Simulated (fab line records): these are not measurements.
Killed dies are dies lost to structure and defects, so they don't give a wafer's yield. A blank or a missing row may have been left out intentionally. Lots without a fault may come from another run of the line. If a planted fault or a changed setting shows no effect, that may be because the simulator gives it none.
Which tool was responsible? / flow nand_harc / 13 lots with 39 wafers sampled at 4 steps, on a route of 1302 steps

== WHAT THE GAUGES READ, wafer by wafer ==
No reading from a measuring or inspecting step in the record can be judged against a usual standard deviation.

== EACH LOT AND THE TOOL THAT RAN IT (in order: tool; ch and the chambers of the sampled wafers; start) ==
lot=L420; NHARC_A_CONTACT_ETCH_117=har_cap_etch-02 ch 1, day 21 20:29; NHARC_A_CONTACT_ETCH_121=har_cap_etch-02 ch 1, day 21 21:10; NHARC_A_CONTACT_ETCH_90=rie_diel-13 ch 0,3, day 21 22:30; NHARC_A_CONTACT_ETCH_102=rie_diel-12 ch 0,1, day 21 23:28
lot=L421; NHARC_A_CONTACT_ETCH_117=har_cap_etch-03 ch 0,1, day 22 07:34; NHARC_A_CONTACT_ETCH_121=har_cap_etch-03 ch 0,1, day 22 08:16; NHARC_A_CONTACT_ETCH_90=rie_diel-13 ch 0,1,2, day 22 09:34; NHARC_A_CONTACT_ETCH_102=rie_diel-12 ch 0,1,3, day 22 10:05
lot=L419; NHARC_A_CONTACT_ETCH_117=har_cap_etch-02 ch 0,1, day 22 07:44; NHARC_A_CONTACT_ETCH_121=har_cap_etch-02 ch 0,1, day 22 08:26; NHARC_A_CONTACT_ETCH_90=rie_diel-03 ch 2,3, day 22 09:46; NHARC_A_CONTACT_ETCH_102=rie_diel-03 ch 0,1,2, day 22 10:19
lot=L422; NHARC_A_CONTACT_ETCH_117=har_cap_etch-03 ch 0,1, day 22 10:10; NHARC_A_CONTACT_ETCH_121=har_cap_etch-03 ch 0,1, day 22 10:51; NHARC_A_CONTACT_ETCH_90=rie_diel-12 ch 0,2,3, day 22 12:10; NHARC_A_CONTACT_ETCH_102=rie_diel-12 ch 0,1,2, day 22 12:43
lot=L424; NHARC_A_CONTACT_ETCH_117=har_cap_etch-02 ch 0,1, day 24 04:29; NHARC_A_CONTACT_ETCH_121=har_cap_etch-02 ch 0,1, day 24 05:10; NHARC_A_CONTACT_ETCH_90=rie_diel-12 ch 0,2,3, day 24 06:29; NHARC_A_CONTACT_ETCH_102=rie_diel-12 ch 0,1,2, day 24 06:59
lot=L426; NHARC_A_CONTACT_ETCH_117=har_cap_etch-02 ch 0, day 24 16:35; NHARC_A_CONTACT_ETCH_121=har_cap_etch-02 ch 0, day 24 17:16; NHARC_A_CONTACT_ETCH_90=rie_diel-12 ch 0,2,3, day 24 18:35; NHARC_A_CONTACT_ETCH_102=rie_diel-12 ch 2,3, day 24 19:10
lot=L434; NHARC_A_CONTACT_ETCH_117=har_cap_etch-02 ch 0,1, day 27 12:05; NHARC_A_CONTACT_ETCH_121=har_cap_etch-02 ch 0,1, day 27 12:47; NHARC_A_CONTACT_ETCH_90=rie_diel-13 ch 0,1, day 27 14:02; NHARC_A_CONTACT_ETCH_102=rie_diel-12 ch 0,1,3, day 27 14:34
lot=L436; NHARC_A_CONTACT_ETCH_117=har_cap_etch-01 ch 0, day 29 02:29; NHARC_A_CONTACT_ETCH_121=har_cap_etch-01 ch 0, day 29 03:10; NHARC_A_CONTACT_ETCH_90=rie_diel-12 ch 0,2, day 29 04:29; NHARC_A_CONTACT_ETCH_102=rie_diel-13 ch 0,1,2, day 29 05:01
lot=L438; NHARC_A_CONTACT_ETCH_117=har_cap_etch-02 ch 0,1, day 29 08:50; NHARC_A_CONTACT_ETCH_121=har_cap_etch-02 ch 0,1, day 29 09:31; NHARC_A_CONTACT_ETCH_90=rie_diel-12 ch 0,2,3, day 29 10:50; NHARC_A_CONTACT_ETCH_102=rie_diel-12 ch 0,1,2, day 29 11:24
lot=L439; NHARC_A_CONTACT_ETCH_117=har_cap_etch-01 ch 0,1, day 30 00:17; NHARC_A_CONTACT_ETCH_121=har_cap_etch-01 ch 0,1, day 30 01:12; NHARC_A_CONTACT_ETCH_90=rie_diel-03 ch 1,2, day 30 02:50; NHARC_A_CONTACT_ETCH_102=rie_diel-03 ch 1,2,3, day 30 03:25
lot=L440; NHARC_A_CONTACT_ETCH_117=har_cap_etch-03 ch 0,1, day 30 03:53; NHARC_A_CONTACT_ETCH_121=har_cap_etch-03 ch 0,1, day 30 04:34; NHARC_A_CONTACT_ETCH_90=rie_diel-12 ch 1,2,3, day 30 05:50; NHARC_A_CONTACT_ETCH_102=rie_diel-03 ch 1,3, day 30 07:20
lot=L441; NHARC_A_CONTACT_ETCH_117=har_cap_etch-02 ch 0,1, day 31 02:28; NHARC_A_CONTACT_ETCH_121=har_cap_etch-02 ch 0,1, day 31 03:08; NHARC_A_CONTACT_ETCH_90=rie_diel-12 ch 0,2, day 31 04:24; NHARC_A_CONTACT_ETCH_102=rie_diel-03 ch 1,2,3, day 31 04:55
lot=L442; NHARC_A_CONTACT_ETCH_117=har_cap_etch-03 ch 0,1, day 31 09:53; NHARC_A_CONTACT_ETCH_121=har_cap_etch-03 ch 0,1, day 31 10:34; NHARC_A_CONTACT_ETCH_90=rie_diel-12 ch 2,3, day 31 11:49; NHARC_A_CONTACT_ETCH_102=rie_diel-12 ch 0,1,2, day 31 12:20
- NHARC_A_CONTACT_ETCH_117: etches the open film in C4F8/O2/Ar, time 190 s, target depth 1850 nm.
- NHARC_A_CONTACT_ETCH_121: etches the open film in C4F8/O2/Ar, time 190 s, target depth 1850 nm.
- NHARC_A_CONTACT_ETCH_90: etches the open film in CH3F/O2, target depth 40 nm, time 85.7 s.
- NHARC_A_CONTACT_ETCH_102: etches the open film in CF4/O2, target depth 100 nm, overetch 10 nm, time 55 s.

== AS READ BY THE TOOLS THEMSELVES (means over the sampled wafers that have a number; for cases with no such wafer, the mark the record gives instead) ==
NHARC_A_CONTACT_ETCH_90.
lot=L420; tool=rie_diel-13; ch3f_flow_sccm (sccm)=50.10; drypump_motor_current_A (A)=6.0; oes_product_au (a.u.)=0.93; rf_vpp_V (V)=245.1; run_length_s (s)=107.3; showerhead_plenum_p_Torr (Torr)=2.49; throttle_valve_pct (%)=20.662
lot=L421; tool=rie_diel-13; ch3f_flow_sccm (sccm)=50.00; drypump_motor_current_A (A)=5.5; oes_product_au (a.u.)=0.92; rf_vpp_V (V)=244.8; run_length_s (s)=106.9; showerhead_plenum_p_Torr (Torr)=2.50; throttle_valve_pct (%)=20.664
lot=L419; tool=rie_diel-03; ch3f_flow_sccm (sccm)=49.99; drypump_motor_current_A (A)=6.1; oes_product_au (a.u.)=1.01; rf_vpp_V (V)=243.6; run_length_s (s)=106.7; showerhead_plenum_p_Torr (Torr)=2.44; throttle_valve_pct (%)=20.665
lot=L422; tool=rie_diel-12; ch3f_flow_sccm (sccm)=50.04; drypump_motor_current_A (A)=5.8; oes_product_au (a.u.)=1.00; rf_vpp_V (V)=242.6; run_length_s (s)=107.3; showerhead_plenum_p_Torr (Torr)=2.38; throttle_valve_pct (%)=20.663
lot=L424; tool=rie_diel-12; ch3f_flow_sccm (sccm)=50.00; drypump_motor_current_A (A)=5.7; oes_product_au (a.u.)=1.00; rf_vpp_V (V)=242.4; run_length_s (s)=107.3; showerhead_plenum_p_Torr (Torr)=2.38; throttle_valve_pct (%)=20.656
lot=L426; tool=rie_diel-12; ch3f_flow_sccm (sccm)=49.83; drypump_motor_current_A (A)=5.8; oes_product_au (a.u.)=0.93; rf_vpp_V (V)=243.6; run_length_s (s)=95.2; showerhead_plenum_p_Torr (Torr)=2.38; throttle_valve_pct (%)=20.660
lot=L434; tool=rie_diel-13; ch3f_flow_sccm (sccm)=49.92; drypump_motor_current_A (A)=5.4; oes_product_au (a.u.)=0.91; rf_vpp_V (V)=245.2; run_length_s (s)=107.2; showerhead_plenum_p_Torr (Torr)=2.55; throttle_valve_pct (%)=20.660
lot=L436; tool=rie_diel-12; ch3f_flow_sccm (sccm)=49.95; drypump_motor_current_A (A)=5.6; oes_product_au (a.u.)=1.01; rf_vpp_V (V)=242.8; run_length_s (s)=107.1; showerhead_plenum_p_Torr (Torr)=2.31; throttle_valve_pct (%)=20.662
lot=L438; tool=rie_diel-12; ch3f_flow_sccm (sccm)=49.90; drypump_motor_current_A (A)=5.8; oes_product_au (a.u.)=0.99; rf_vpp_V (V)=243.4; run_length_s (s)=107.3; showerhead_plenum_p_Torr (Torr)=2.37; throttle_valve_pct (%)=20.663
lot=L439; tool=rie_diel-03; ch3f_flow_sccm (sccm)=49.96; drypump_motor_current_A (A)=5.5; oes_product_au (a.u.)=0.96; rf_vpp_V (V)=243.4; run_length_s (s)=107.1; showerhead_plenum_p_Torr (Torr)=2.39; throttle_valve_pct (%)=20.664
lot=L440; tool=rie_diel-12; ch3f_flow_sccm (sccm)=50.01; drypump_motor_current_A (A)=6.0; oes_product_au (a.u.)=0.92; rf_vpp_V (V)=243.3; run_length_s (s)=107.3; showerhead_plenum_p_Torr (Torr)=2.38; throttle_valve_pct (%)=20.662
lot=L441; tool=rie_diel-12; ch3f_flow_sccm (sccm)=49.93; drypump_motor_current_A (A)=6.0; oes_product_au (a.u.)=1.00; rf_vpp_V (V)=242.5; run_length_s (s)=107.2; showerhead_plenum_p_Torr (Torr)=2.30; throttle_valve_pct (%)=20.654
lot=L442; tool=rie_diel-12; ch3f_flow_sccm (sccm)=49.93; drypump_motor_current_A (A)=5.9; oes_product_au (a.u.)=0.93; rf_vpp_V (V)=243.6; run_length_s (s)=107.3; showerhead_plenum_p_Torr (Torr)=2.42; throttle_valve_pct (%)=20.664

NHARC_A_CONTACT_ETCH_102.
lot=L420; tool=rie_diel-12; cf4_flow_sccm (sccm)=80.00; drypump_motor_current_A (A)=5.6; oes_f_703_au (a.u.)=0.996; oes_product_au (a.u.)=1.006; rf_vpp_V (V)=196.5; run_length_s (s)=76.7; showerhead_plenum_p_Torr (Torr)=1.27; throttle_valve_pct (%)=13.400
lot=L421; tool=rie_diel-12; cf4_flow_sccm (sccm)=80.10; drypump_motor_current_A (A)=5.6; oes_f_703_au (a.u.)=1.001; oes_product_au (a.u.)=1.002; rf_vpp_V (V)=196.9; run_length_s (s)=76.4; showerhead_plenum_p_Torr (Torr)=1.30; throttle_valve_pct (%)=13.394
lot=L419; tool=rie_diel-03; cf4_flow_sccm (sccm)=79.94; drypump_motor_current_A (A)=5.9; oes_f_703_au (a.u.)=0.997; oes_product_au (a.u.)=1.011; rf_vpp_V (V)=197.1; run_length_s (s)=76.3; showerhead_plenum_p_Torr (Torr)=1.29; throttle_valve_pct (%)=13.391
lot=L422; tool=rie_diel-12; cf4_flow_sccm (sccm)=80.20; drypump_motor_current_A (A)=5.8; oes_f_703_au (a.u.)=0.995; oes_product_au (a.u.)=1.009; rf_vpp_V (V)=195.9; run_length_s (s)=76.4; showerhead_plenum_p_Torr (Torr)=1.27; throttle_valve_pct (%)=13.389
lot=L424; tool=rie_diel-12; cf4_flow_sccm (sccm)=79.87; drypump_motor_current_A (A)=5.8; oes_f_703_au (a.u.)=1.001; oes_product_au (a.u.)=1.007; rf_vpp_V (V)=196.0; run_length_s (s)=76.3; showerhead_plenum_p_Torr (Torr)=1.27; throttle_valve_pct (%)=13.393
lot=L426; tool=rie_diel-12; cf4_flow_sccm (sccm)=80.06; drypump_motor_current_A (A)=6.1; oes_f_703_au (a.u.)=0.998; oes_product_au (a.u.)=1.006; rf_vpp_V (V)=196.4; run_length_s (s)=76.6; showerhead_plenum_p_Torr (Torr)=1.29; throttle_valve_pct (%)=13.395
lot=L434; tool=rie_diel-12; cf4_flow_sccm (sccm)=80.09; drypump_motor_current_A (A)=5.6; oes_f_703_au (a.u.)=0.999; oes_product_au (a.u.)=1.005; rf_vpp_V (V)=196.6; run_length_s (s)=76.5; showerhead_plenum_p_Torr (Torr)=1.29; throttle_valve_pct (%)=13.403
lot=L436; tool=rie_diel-13; cf4_flow_sccm (sccm)=79.79; drypump_motor_current_A (A)=5.4; oes_f_703_au (a.u.)=1.003; oes_product_au (a.u.)=0.987; rf_vpp_V (V)=198.1; run_length_s (s)=76.4; showerhead_plenum_p_Torr (Torr)=1.35; throttle_valve_pct (%)=13.393
lot=L438; tool=rie_diel-12; cf4_flow_sccm (sccm)=79.83; drypump_motor_current_A (A)=5.8; oes_f_703_au (a.u.)=1.003; oes_product_au (a.u.)=1.002; rf_vpp_V (V)=196.0; run_length_s (s)=76.5; showerhead_plenum_p_Torr (Torr)=1.26; throttle_valve_pct (%)=13.398
lot=L439; tool=rie_diel-03; cf4_flow_sccm (sccm)=79.99; drypump_motor_current_A (A)=5.8; oes_f_703_au (a.u.)=1.001; oes_product_au (a.u.)=1.002; rf_vpp_V (V)=197.1; run_length_s (s)=76.6; showerhead_plenum_p_Torr (Torr)=1.30; throttle_valve_pct (%)=13.406
lot=L440; tool=rie_diel-03; cf4_flow_sccm (sccm)=79.70; drypump_motor_current_A (A)=5.7; oes_f_703_au (a.u.)=1.000; oes_product_au (a.u.)=0.994; rf_vpp_V (V)=197.0; run_length_s (s)=76.5; showerhead_plenum_p_Torr (Torr)=1.31; throttle_valve_pct (%)=13.396
lot=L441; tool=rie_diel-03; cf4_flow_sccm (sccm)=80.14; drypump_motor_current_A (A)=5.8; oes_f_703_au (a.u.)=0.999; oes_product_au (a.u.)=1.011; rf_vpp_V (V)=197.2; run_length_s (s)=76.1; showerhead_plenum_p_Torr (Torr)=1.30; throttle_valve_pct (%)=13.399
lot=L442; tool=rie_diel-12; cf4_flow_sccm (sccm)=79.90; drypump_motor_current_A (A)=5.8; oes_f_703_au (a.u.)=1.001; oes_product_au (a.u.)=1.003; rf_vpp_V (V)=196.1; run_length_s (s)=76.5; showerhead_plenum_p_Torr (Torr)=1.26; throttle_valve_pct (%)=13.397

== THE ANSWER, worked out from the rows above alone ==
Rule: the usual values come from the lots themselves. The widest of any qualifying gaps counts: lots, ordered by their means at a reading, are off when they make up no more than a third of the lots, leave a main group of 4 or more, and stand apart from it by 3 or more times the standard deviation of that group's means. If all means in a main group match to the digits the tables above print for the reading, that group is not used. A lot without any number at a reading at which 4 lots or more have one is off too. All remaining lots with rows at the step are treated as sound. The gauges are gone through in route order, then the tools' own readings, and for those a lot's mean is taken as printed above. At the first step where some lot is off, the reading lying furthest off is the one used; lots without a number count as furthest.
Off: L426, at NHARC_A_CONTACT_ETCH_90 (run_length_s). For the main group the mean is 107.2 s and the standard deviation 0.18.
If a tool, at that step or one of the process steps before it, ran each lot that is off and ran no sound lot following the first of them, it fits. Not one of the candidates tried fits.

== WHAT THE SIMULATOR HAD INSERTED ==
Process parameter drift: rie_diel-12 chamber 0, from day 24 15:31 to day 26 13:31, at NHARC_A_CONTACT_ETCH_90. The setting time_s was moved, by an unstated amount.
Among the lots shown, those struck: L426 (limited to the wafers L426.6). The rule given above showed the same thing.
